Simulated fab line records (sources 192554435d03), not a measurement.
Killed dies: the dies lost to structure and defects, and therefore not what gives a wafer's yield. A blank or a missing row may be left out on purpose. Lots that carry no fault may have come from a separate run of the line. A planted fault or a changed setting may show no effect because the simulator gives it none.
fab line records	flow n5-finfet
record lots=10	wafers=30	last-day=17
route steps=1938 shown BEOL_M11@1571 PASSIVATION@1936
lots that met no fault: from a run of the same line without faults
start-h: hours from the record's opening day to when the first of the lot's shown wafers began	wait-h: hours elapsed since this lot's preceding step	" identical to the entry in the row above	L1.1+2: one row covering several wafers at once	- no value, or no start given	* or withheld: withheld	< > ~ a bound
route shown NAME@n: a module of which the file shows steps, and the number in the route of the first	usual: mean/standard deviation taken from wafers without a fault	same: alike in all rows	chamber/n: place in a boat	sites: per-site readings	_std_site: how widely they spread, as a standard deviation	_edge_site: inner sites' mean taken away from outer sites' mean	radius-mm: for every site, how far away it sits from the centre of the wafer	mask NAME#n: copy n	behind: the most recent tool/chamber to have shaped the wafer	hold: cause of the lot's hold/its duration in hours/its outcome	device: the transistor (n, p or np) that didn't switch	end of line: the route-end tests of the same wafers	step lacking rows: just its recipe	killed: not the wafer's yield, but the dies lost to structure and defects at the first sort	map: dies across one wafer; x = killed, . = not, _ = none there
set.NAME: the run value of the setting; set.NAME@STEP: its run value at that earlier step	model.NAME: the simulator's own value behind a step, which no gauge read
the route's steps for a sample of lots (tables are steps, rows are wafers)
services: when a tool's chamber went out of use (start-h, in hours from the record's first day, below 0 if earlier), for how many hours, and the reason
## steps
# step N5_BEOL_M11_DESCUM_33
# recipe chemistry=O2	time-s=7.9	source-power-w=50	bias-power-w=20	pressure-mtorr=20	rf-frequency-hz=2.712e+07	temp-c=40	resist=CAR-ArF	o2-flow-sccm=225
# usual drypump-motor-current-A=5.8/0.53	oes-product-au=0.79/0.068	rf-vpp-V=243.3/1.3	showerhead-plenum-p-Torr=2.10/0.074	throttle-valve-pct=20.44/0.2
lot.wafer	tool	chamber	start-h	wait-h	drypump-motor-current-A	oes-product-au	rf-hours-counter-h	rf-vpp-V	showerhead-plenum-p-Torr	throttle-valve-pct
L546.1	rie-diel-02	2	242.03	0.0	5.0	0.79	96	242.7	2.03	20.35
L546.2	"	0	"	"	5.1	0.90	38	244.3	2.21	20.58
L546.3	"	1	"	"	5.5	0.73	183	245.6	2.17	20.55
L544.1	rie-diel-06	3	257.95	0.0	6.6	0.82	101	243.2	2.03	20.49
L544.4	"	0	"	"	5.7	0.83	64	244.5	2.11	20.06
L544.5	"	3	"	"	6.6	0.81	-	242.5	2.03	20.50
L547.2	rie-diel-06	3	264.04	0.0	6.5	0.80	103	243.8	2.03	20.49
L547.3	"	0	"	"	5.7	0.82	66	243.5	2.11	20.07
L547.5	"	1	"	"	5.5	0.72	-	241.8	1.98	20.39
L551.1	rie-diel-06	2	288.45	0.2	6.5	0.75	183	244.2	2.08	20.56
L551.3	"	3	"	"	6.5	0.80	110	241.1	2.03	20.52
L551.5	"	1	"	"	5.5	0.71	-	241.4	1.98	20.39
L550.3	rie-diel-02	2	288.68	0.4	5.1	0.78	109	242.3	2.02	20.37
L550.4	"	0	"	"	5.1	0.86	52	244.5	2.21	20.60
L550.5	"	1	"	"	5.5	0.72	-	243.8	2.17	20.57
L558.1	rie-diel-06	3	333.75	0.0	6.5	0.79	120	243.0	2.02	20.53
L558.2	"	1	"	"	5.5	0.71	224	240.6	1.97	20.40
L558.3	"	2	"	"	6.5	0.74	191	243.4	2.08	20.57
L561.1	rie-diel-06	1	348.70	0.3	5.5	0.70	231	241.6	1.97	20.43
L561.2	"	3	"	"	6.6	0.79	127	243.3	2.02	20.55
L561.5	"	2	"	"	6.5	0.73	-	241.9	2.08	20.57
L562.2	rie-diel-05	3	348.98	0.4	5.7	0.88	41	244.0	2.22	20.37
L562.3	"	2	"	"	5.4	0.70	232	244.8	2.06	20.83
L562.5	"	2	"	"	5.4	0.70	-	242.6	2.06	20.80
L564.1	rie-diel-02	1	364.92	0.0	5.6	0.70	224	244.6	2.16	20.62
L564.2	"	3	"	"	6.5	0.83	72	243.2	2.13	20.27
L564.6	"	1	"	"	5.6	0.70	-	243.6	2.16	20.61
L565.1	rie-diel-05	0	368.79	0.1	5.7	0.86	58	243.1	2.04	20.15
L565.2	"	1	"	"	5.8	0.70	237	243.7	2.15	20.68
L565.4	"	3	"	"	5.7	0.86	-	245.7	2.22	20.37
# step N5_BEOL_M11_ETCH_65
# recipe chemistry=CF4	target=SiARC	target-depth-a=390	mask-material=CAR-ArF	time-s=65	ion-energy-ev=80	pressure-mtorr=40	source-w=545	bias-w=36	Ar_flow_sccm=100	cf4-flow-sccm=100	ends=cleared
# usual drypump-motor-current-A=5.8/0.53	etch-rf-on-time-s=65.1/1.2	mfc-ar-sccm=100.0/0.31	oes-product-au=0.67/0.059	rf-vpp-V=184.0/1.2	showerhead-plenum-p-Torr=2.15/0.072	throttle-valve-pct=15.62/0.23
lot.wafer	tool	chamber	start-h	wait-h	drypump-motor-current-A	etch-rf-on-time-s	mfc-ar-sccm	oes-product-au	rf-hours-counter-h	rf-vpp-V	showerhead-plenum-p-Torr	throttle-valve-pct
L546.1	rie-diel-02	2	242.07	0.0	5.1	65.3	99.6	0.69	96	183.5	2.07	15.49
L546.2	"	0	"	"	5.1	63.2	99.8	0.75	38	183.7	2.27	15.80
L546.3	"	1	"	"	5.6	65.3	100.0	0.63	183	184.0	2.21	15.71
L544.1	rie-diel-06	3	257.98	0.0	6.6	64.5	99.4	0.70	101	182.6	2.07	15.60
L544.4	"	0	"	"	5.7	64.4	99.7	0.71	64	183.9	2.17	15.32
L544.5	"	3	"	"	6.6	65.0	100.1	0.68	-	183.8	2.07	15.60
L547.2	rie-diel-06	3	264.07	0.0	6.6	65.5	100.2	0.68	103	183.5	2.07	15.61
L547.3	"	0	"	"	5.8	64.6	100.0	0.71	66	183.5	2.17	15.33
L547.5	"	1	"	"	5.5	67.2	100.7	0.61	-	182.8	2.05	15.68
L551.1	rie-diel-06	2	288.49	0.0	6.5	66.4	99.3	0.62	183	183.4	2.14	15.80
L551.3	"	3	"	"	6.6	66.2	100.4	0.68	110	182.8	2.07	15.63
L551.5	"	1	"	"	5.5	67.2	100.3	0.60	-	180.6	2.04	15.68
L550.3	rie-diel-02	2	288.71	0.0	5.1	66.0	99.7	0.67	109	182.0	2.07	15.51
L550.4	"	0	"	"	5.1	63.7	100.1	0.74	52	185.7	2.27	15.82
L550.5	"	1	"	"	5.5	66.2	99.8	0.62	-	184.6	2.21	15.73
L558.1	rie-diel-06	3	333.79	0.0	6.6	45.1	100.1	0.83	120	183.1	2.07	15.66
L558.2	"	1	"	"	5.5	46.3	99.8	0.74	224	183.7	2.04	15.71
L558.3	"	2	"	"	6.5	66.1	100.4	0.63	191	182.8	2.13	15.82
L561.1	rie-diel-06	1	348.74	0.0	5.5	47.0	100.0	0.73	231	182.2	2.04	15.72
L561.2	"	3	"	"	6.5	45.5	99.9	0.83	127	183.4	2.06	15.66
L561.5	"	2	"	"	6.5	66.3	100.4	0.63	-	184.4	2.13	15.82
L562.2	rie-diel-05	3	349.02	0.0	5.8	64.5	99.5	0.75	41	187.7	2.27	15.51
L562.3	"	2	"	"	5.4	64.7	99.3	0.60	232	184.0	2.11	16.06
L562.5	"	2	"	"	5.4	64.4	100.0	0.59	-	182.8	2.11	16.07
L564.1	rie-diel-02	1	364.96	0.0	5.6	65.9	100.2	0.60	224	184.0	2.20	15.78
L564.2	"	3	"	"	6.6	64.1	100.5	0.71	72	183.4	2.16	15.35
L564.6	"	1	"	"	5.5	66.6	99.8	0.59	-	184.8	2.20	15.78
L565.1	rie-diel-05	0	368.82	0.0	5.6	63.2	100.0	0.74	58	183.5	2.09	15.25
L565.2	"	1	"	"	5.8	65.1	100.2	0.61	237	183.7	2.20	15.88
L565.4	"	3	"	"	5.7	64.2	100.8	0.74	-	184.1	2.27	15.53
# step N5_BEOL_M11_ETCH_41
# recipe chemistry=CH3F/O2	target=SiCN	target-depth-a=426	taper-deg=2	time-s=86	ion-energy-ev=120	mask-material=TiN	pressure-mtorr=30	source-w=395	bias-w=75	Ar_flow_sccm=150	CH3F_flow_sccm=30	O2_flow_sccm=20
# usual O2_flow_sccm=20.00/0.055	drypump-motor-current-A=5.8/0.53	mfc-ar-sccm=150.0/0.47	oes-product-au=0.78/0.068	rf-vpp-V=297.4/1.7	showerhead-plenum-p-Torr=2.01/0.07	throttle-valve-pct=16.33/0.22
lot.wafer	tool	chamber	start-h	wait-h	O2_flow_sccm	drypump-motor-current-A	mfc-ar-sccm	oes-product-au	rf-hours-counter-h	rf-vpp-V	showerhead-plenum-p-Torr	throttle-valve-pct
L546.1	rie-diel-02	2	-	-	20.03	5.1	149.2	0.79	96	294.5	1.93	16.21
L546.2	"	0	"	"	20.07	5.1	149.4	0.88	38	298.9	2.12	16.49
L546.3	"	1	"	"	19.95	5.5	149.9	0.72	183	300.3	2.06	16.39
L544.1	rie-diel-06	3	-	-	20.03	6.6	150.3	0.82	101	297.8	1.93	16.33
L544.4	"	0	"	"	19.98	5.7	150.3	0.83	64	297.8	2.03	16.02
L544.5	"	3	"	"	20.05	6.6	150.1	0.80	-	295.2	1.93	16.31
L547.2	rie-diel-06	3	-	-	20.00	6.6	150.1	0.81	103	294.5	1.93	16.34
L547.3	"	0	"	"	20.00	5.7	150.7	0.83	66	298.8	2.03	16.04
L547.5	"	1	"	"	20.04	5.5	149.9	0.71	-	295.6	1.91	16.38
L551.1	rie-diel-06	2	-	-	20.01	6.5	150.9	0.74	183	297.5	1.99	16.53
L551.3	"	3	"	"	19.94	6.6	149.9	0.79	110	296.2	1.93	16.32
L551.5	"	1	"	"	19.99	5.5	150.5	0.70	-	296.5	1.90	16.41
L550.3	rie-diel-02	2	-	-	19.95	5.1	150.3	0.78	109	296.9	1.93	16.25
L550.4	"	0	"	"	19.97	5.1	149.9	0.85	52	299.2	2.12	16.53
L550.5	"	1	"	"	20.00	5.5	149.8	0.72	-	299.8	2.06	16.41
L558.1	rie-diel-06	3	-	-	19.90	6.5	149.2	0.79	120	295.4	1.93	16.37
L558.2	"	1	"	"	20.03	5.5	150.6	0.70	224	295.3	1.90	16.40
L558.3	"	2	"	"	19.91	6.5	150.3	0.73	191	296.3	1.99	16.53
L561.1	rie-diel-06	1	-	-	19.92	5.5	149.6	0.70	231	294.8	1.90	16.43
L561.2	"	3	"	"	20.08	6.5	150.8	0.77	127	294.9	1.92	16.38
L561.5	"	2	"	"	19.95	6.5	149.7	0.72	-	297.6	1.99	16.55
L562.2	rie-diel-05	3	-	-	20.01	5.8	149.4	0.87	41	299.7	2.12	16.22
L562.3	"	2	"	"	20.01	5.4	150.2	0.70	232	296.5	1.98	16.76
L562.5	"	2	"	"	20.02	5.4	149.2	0.70	-	296.9	1.97	16.76
L564.1	rie-diel-02	1	-	-	19.97	5.5	149.9	0.69	224	298.3	2.05	16.47
L564.2	"	3	"	"	19.96	6.6	150.2	0.83	72	298.4	2.03	16.08
L564.6	"	1	"	"	20.05	5.6	149.8	0.69	-	298.6	2.05	16.47
L565.1	rie-diel-05	0	-	-	20.00	5.6	150.2	0.85	58	296.0	1.95	15.98
L565.2	"	1	"	"	19.90	5.8	149.6	0.70	237	298.7	2.06	16.59
L565.4	"	3	"	"	19.91	5.8	150.2	0.87	-	300.7	2.12	16.22
# step N5_BEOL_M11_OCD_MEAS_38
# usual trench-depth-nm=148.3/2.2
lot.wafer	tool	chamber	start-h	wait-h	trench-depth-nm
L546.1	ocd-01	-	242.53	-	147.7
L546.2	"	-	"	"	151.5
L546.3	"	-	"	"	146.4
L544.1	ocd-01	-	258.44	-	149.0
L544.4	"	-	"	"	149.6
L544.5	"	-	"	"	149.7
L547.2	ocd-02	-	264.53	-	150.9
L547.3	"	-	"	"	151.5
L547.5	"	-	"	"	147.7
L551.1	ocd-02	-	288.95	-	146.0
L551.3	"	-	"	"	146.6
L551.5	"	-	"	"	145.4
L550.3	ocd-01	-	289.17	-	146.9
L550.4	"	-	"	"	150.5
L550.5	"	-	"	"	145.5
L558.1	ocd-02	-	334.53	-	148.5
L558.2	"	-	"	"	145.7
L558.3	"	-	"	"	145.7
L561.1	ocd-02	-	349.20	-	144.9
L561.2	"	-	"	"	149.4
L561.5	"	-	"	"	147.6
L562.2	ocd-02	-	349.48	-	151.2
L562.3	"	-	"	"	149.2
L562.5	"	-	"	"	148.3
L564.1	ocd-02	-	365.41	-	145.7
L564.2	"	-	"	"	149.9
L564.6	"	-	"	"	146.5
L565.1	ocd-01	-	369.28	-	151.0
L565.2	"	-	"	"	146.3
L565.4	"	-	"	"	150.7
# step N5_PASSIVATION_PROBE_49
# usual defect-limited-yield=91.2/1.5	killed_at_M0_to_M3=35/11	killed_at_M4_up=13/5.6	killed-at-contacts=13/6.3	killed-at-front-end=38/12	killed-at-other=3.7/2.9	killed-dies=104/18	killed-open=69/13	killed-short=34/8.3	sort_bin_5_function=5.2/0.95	sort_bin_6_memory=3.3/0.68	sort-n-pass=1076/18	sort-yield-pct=91.2/1.5
# same gross-dies=1180	killed-at-back-side=0	sort_bin_4_leakage[%]=0	sort_bin_8_speed[%]=0
lot.wafer	tool	chamber	start-h	wait-h	defect-limited-yield[%]	killed_at_M0_to_M3	killed_at_M4_up	killed-at-contacts	killed-at-front-end	killed-at-other	killed-dies	killed-open	killed-short	sort_bin_5_function[%]	sort_bin_6_memory[%]	sort-n-pass	sort-yield-pct[%]
L551.1	prober-01	-	338.14	0.2	91.7	32	12	11	43	0	98	68	30	4.7	3.4	1082	91.7
L551.3	prober-01	-	338.24	0.3	90.9	53	1	10	41	2	107	79	27	5.2	3.7	1073	90.9
# killed by level:class
L551.1 STI_FIN_REVEAL:geometric-particle:open=10 MOL_CONTACT_COAG:geometric-particle:open=10 BEOL_M1:geometric-particle:open=9 GATE_CUT:geometric-particle:open=8 GATE_CUT:geometric-particle:short=7 BEOL_M2:geometric-particle:open=7 BEOL_M0_SAQP:geometric-particle:short=6 BEOL_M7:geometric-particle:open=4
L551.3 STI_FIN_REVEAL:geometric-particle:open=16 BEOL_M0_SAQP:geometric-particle:open=13 BEOL_M2:geometric-particle:open=12 BEOL_M0_SAQP:geometric-particle:short=9 BEOL_M1:geometric-particle:open=8 FIN_SAQP:geometric-particle:open=7 MOL_CONTACT_COAG:geometric-particle:open=6 BEOL_M3:geometric-particle:open=6
## services
tool	chamber	start-h	hours	kind
rie-diel-06	2	297.63	7.9	repair
rie-diel-05	3	298.23	8.0	repair
rie-diel-06	-	302.99	14.6	pm
rie-diel-02	0	316.48	3.8	repair
rie-diel-06	0	329.38	30.4	repair
rie-diel-02	0	333.06	3.4	repair
rie-diel-06	2	337.79	6.0	repair
rie-diel-02	2	359.03	13.7	repair
rie-diel-05	2	368.61	5.7	repair
## key
first-sign step=N5_BEOL_M11_ETCH_65	reading=etch-rf-on-time-s	direction=down	sigmas=16	usual=*	struck=*
effect step=N5_BEOL_M11_ETCH_65	reading=oes-product-au	direction=up	sigmas=1.9	usual=0.67	struck=0.78
met-at N5_BEOL_M11_ETCH_65
struck-lots L558,L561
struck-wafers L558.1,L558.2,L561.1,L561.2
not-acting-at N5_BEOL_M11_DESCUM_33,N5_BEOL_M11_ETCH_41,N5_BEOL_M11_OCD_MEAS_38
onset-between 288.49 333.79
fault kind=process-parameter-drift	tool=rie-diel-06	chamber=-	onset-h=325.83	steps=N5_BEOL_M11_ETCH_65	channel=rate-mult	offset=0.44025	shape=step	end-h=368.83	scope=struck-wafers-only
